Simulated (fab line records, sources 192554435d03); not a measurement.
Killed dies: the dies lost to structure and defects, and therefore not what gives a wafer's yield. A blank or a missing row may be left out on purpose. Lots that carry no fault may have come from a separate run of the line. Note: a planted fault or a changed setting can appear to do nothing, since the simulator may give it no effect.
Split-lot experiment    flow n5Finfet    7 lots, 39 wafers read, on a route of 1938 steps

SPLIT DETAILS
At N5_SD_EPI_N_ETCH_16 (etches SiO2 in CHF3/O2, target depth 5 nm), the setting targetDepthA was moved away from the recipe's 50 angstrom on 9 of the 39 wafers read, by -34.5% to +19.7%. This setting was run at the recipe's value on the other wafers.

Reading taken at the split's own step.

THE READING
etch.depthNm (the simulator's own value, which no gauge read), in nm, at N5_SD_EPI_N_ETCH_16 (etches SiO2 in CHF3/O2, target depth 5 nm). No usual value for it is given in the file. Across the 30 wafers here that went through the recipe, the average is 5.068 nm and the standard deviation 0.11 nm.

wafer   tool, chamber at the split  targetDepthA as run, angstrom  against the recipe  etch.depthNm, nm  against lot-mates on the recipe
L076.1  rieDiel-06, 1               50                             recipe              5.263             -
L076.2  rieDiel-06, 0               50                             recipe              5.086             -
L076.3  rieDiel-06, 3               50                             recipe              5.047             -
L076.4  rieDiel-06, 0               59.86                          +19.7%              6.126             +0.994
L076.5  rieDiel-06, 1               59.86                          +19.7%              6.296             +1.164
L076.6  rieDiel-06, 3               59.86                          +19.7%              6.086             +0.954
L077.1  rieDiel-04, 0               32.73                          -34.5%              3.249             -1.835
L077.2  rieDiel-04, 2               32.73                          -34.5%              3.345             -1.739
L077.3  rieDiel-04, 3               50                             recipe              5.135             -
L077.4  rieDiel-04, 2               32.73                          -34.5%              3.343             -1.741
L077.5  rieDiel-04, 0               50                             recipe              4.988             -
L077.6  rieDiel-04, 3               50                             recipe              5.128             -
L080.1  rieDiel-04, 1               50                             recipe              4.883             -
L080.2  rieDiel-04, 0               50                             recipe              4.982             -
L080.3  rieDiel-04, 2               50                             recipe              5.106             -
L080.4  rieDiel-04, 3               50                             recipe              5.177             -
L080.5  rieDiel-04, 3               50                             recipe              5.142             -
L080.6  rieDiel-04, 2               50                             recipe              5.088             -
L084.1  rieDiel-06, 2               50                             recipe              5.045             -
L084.2  rieDiel-06, 1               50                             recipe              5.24              -
L084.3  rieDiel-06, 3               40.09                          -19.8%              3.977             -1.118
L084.4  rieDiel-06, 0               40.09                          -19.8%              4.041             -1.054
L084.5  rieDiel-06, 3               50                             recipe              5.001             -
L084.6  rieDiel-06, 2               40.09                          -19.8%              4.001             -1.094
L086.1  rieDiel-05, 2               50                             recipe              5.157             -
L086.2  rieDiel-05, 3               50                             recipe              4.898             -
L086.3  rieDiel-05, 1               50                             recipe              5.095             -
L093.1  rieDiel-06, 1               50                             recipe              5.227             -
L093.2  rieDiel-06, 3               50                             recipe              4.956             -
L093.3  rieDiel-06, 0               50                             recipe              4.93              -
L093.6  rieDiel-06, 0               50                             recipe              4.93              -
L093.4  rieDiel-06, 1               50                             recipe              5.202             -
L093.5  rieDiel-06, 3               50                             recipe              4.975             -
L095.1  rieDiel-06, 1               50                             recipe              5.281             -
L095.2  rieDiel-06, 2               50                             recipe              5.01              -
L095.3  rieDiel-06, 3               50                             recipe              5.064             -
L095.4  rieDiel-06, 0               50                             recipe              4.974             -
L095.5  rieDiel-06, 3               50                             recipe              5.042             -
L095.6  rieDiel-06, 0               50                             recipe              4.989             -

THE FIT
A straight line over all 39 wafers: etch.depthNm changes by +0.0525 nm for each +1% of targetDepthA; r = +0.99; the points scatter about the line by 0.11 nm.
The same after taking each lot's own level away (the mean of its wafers on the recipe; 39 wafers): +0.0523 nm for each +1%; r = +0.99; scatter 0.1 nm.
On that fit, the largest move of targetDepthA shifts the reading by 1.8 nm.
Measured against the standard deviation above, the lots' own levels, which go from 5.0367 to 5.1320 nm, span 0.9 times it.
Consequently the slope shifts little with the lot-to-lot level, the two slopes agreeing.
Check: with one of the wafers moved furthest among these (-34.5%) left out of the fit, the line predicts -1.8 nm for it against its lot-mates. It came out at -1.83 nm against them.

OTHER SPLITS ON THESE WAFERS
Before the reading, these wafers also passed through other splits. Each is held against what the fit with the lots' levels taken away leaves over:
other split on the same wafers  wafers away from the commonest value  r with etch.depthNm (lot level and that fit taken away)
N5_ZERO_LAYER_PECVD_02 timeS    15                                    +0.06

FILE'S OWN FIT
etch.depthNm changes by +0.0523 nm for each +1% of targetDepthA, r = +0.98.
